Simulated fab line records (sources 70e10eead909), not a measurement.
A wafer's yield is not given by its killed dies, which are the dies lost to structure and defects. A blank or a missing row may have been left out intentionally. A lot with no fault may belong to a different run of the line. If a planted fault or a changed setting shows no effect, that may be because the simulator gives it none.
Commonality check across tools || flow nand harc || 1 lot, 3 wafers sampled

## REASON FOR OPENING
At NHARC_END_SORT_01 the reading killed at periphery is flagged on 1 of 1 lot. Wafers without a fault read 3.0, standard deviation 2.3.
Rule: a lot gets a flag if all its wafers with a number sit over 4 standard deviations from that mean, or if no wafer of it has a number. The other lots count as sound.

{"lot": "L663", "measured": "day 25 00:16", "on": "prober-02", "killed at periphery, wafer by wafer": "657 664 650", "flag": "FLAGGED"}
Flagged lots average 657.0: +654.0 relative to the usual, that is +99 or more standard deviations.

## TOOL THAT RAN EACH LOT
4 process steps preceding the reading are held in the record, out of 1159 steps in the route. Every cell lists first the tool, next ch and the chambers used by the sampled wafers, and last the start.
{"lot": "L663", "flag": "FLAGGED", "NHARC_P_GATE_EXPOSE_08": "krf scanner-02 ch 0, day 5 18:50", "NHARC_P_GATE_HM_DEP_102": "acl dep-01 ch 0, day 6 09:00", "NHARC_P_GATE_ETCH_104": "rie diel-06 ch 0,2,3, day 6 10:29", "NHARC_P_GATE_HM_OPEN_105": "rie diel-06 ch 0,1,2, day 25 00:16 or earlier"}
What is done by these steps:
- NHARC_P_GATE_EXPOSE_08: exposes mask P HV.
- NHARC_P_GATE_HM_DEP_102: deposits aC, target thk 120 nm.
- NHARC_P_GATE_ETCH_104: etches the open film in CF4/CHF3, target depth 60 nm.
- NHARC_P_GATE_HM_OPEN_105: chemistry O2/COS, target depth 360 nm.
- NHARC_END_SORT_01

## FLAGGED OVER TOTAL, TOOL BY TOOL (the gauges that took the reading come last)
{"step": "NHARC_P_GATE_EXPOSE_08", "tool": "krf scanner-02", "lots run": 1, "flagged": 1, "share of the flagged lots": "all", "sound lots run after its first flagged lot": 0}
{"step": "NHARC_P_GATE_HM_DEP_102", "tool": "acl dep-01", "lots run": 1, "flagged": 1, "share of the flagged lots": "all", "sound lots run after its first flagged lot": 0}
{"step": "NHARC_P_GATE_ETCH_104", "tool": "rie diel-06", "lots run": 1, "flagged": 1, "share of the flagged lots": "all", "sound lots run after its first flagged lot": 0}
{"step": "NHARC_P_GATE_HM_OPEN_105", "tool": "rie diel-06", "lots run": 1, "flagged": 1, "share of the flagged lots": "all", "sound lots run after its first flagged lot": 0}
{"step": "NHARC_END_SORT_01", "tool": "prober-02", "lots run": 1, "flagged": 1, "share of the flagged lots": "all", "sound lots run after its first flagged lot": 0}
Because NHARC_P_GATE_HM_OPEN_105 lacks a start for some lots, the hours and order of its lots are taken from NHARC_END_SORT_01.

## WHAT THE TABLE ALLOWS
5 rows of the table ran every flagged lot: krf scanner-02 at NHARC_P_GATE_EXPOSE_08, acl dep-01 at NHARC_P_GATE_HM_DEP_102, rie diel-06 at NHARC_P_GATE_ETCH_104, rie diel-06 at NHARC_P_GATE_HM_OPEN_105, prober-02 at NHARC_END_SORT_01.
- krf scanner-02 at NHARC_P_GATE_EXPOSE_08: 1 of its 1 lot flagged. The start can't be narrowed down: in this sample, it ran no sound lot prior to its first flagged lot.
- acl dep-01 at NHARC_P_GATE_HM_DEP_102: 1 of its 1 lot flagged. The start can't be narrowed down: in this sample, it ran no sound lot prior to its first flagged lot.
- rie diel-06 at NHARC_P_GATE_ETCH_104: 1 of its 1 lot flagged. The start can't be narrowed down: in this sample, it ran no sound lot prior to its first flagged lot.
- rie diel-06 at NHARC_P_GATE_HM_OPEN_105: 1 of its 1 lot flagged. The start can't be narrowed down: in this sample, it ran no sound lot prior to its first flagged lot.
- prober-02 at NHARC_END_SORT_01: 1 of its 1 lot flagged. The start can't be narrowed down: in this sample, it ran no sound lot prior to its first flagged lot.
Counting lots can't tell these 4 tools apart, because each fits a fault that began at some hour. More lots, or a look at what each step does to the wafer, might.

## WHAT WAS PUT IN BY THE SIMULATOR
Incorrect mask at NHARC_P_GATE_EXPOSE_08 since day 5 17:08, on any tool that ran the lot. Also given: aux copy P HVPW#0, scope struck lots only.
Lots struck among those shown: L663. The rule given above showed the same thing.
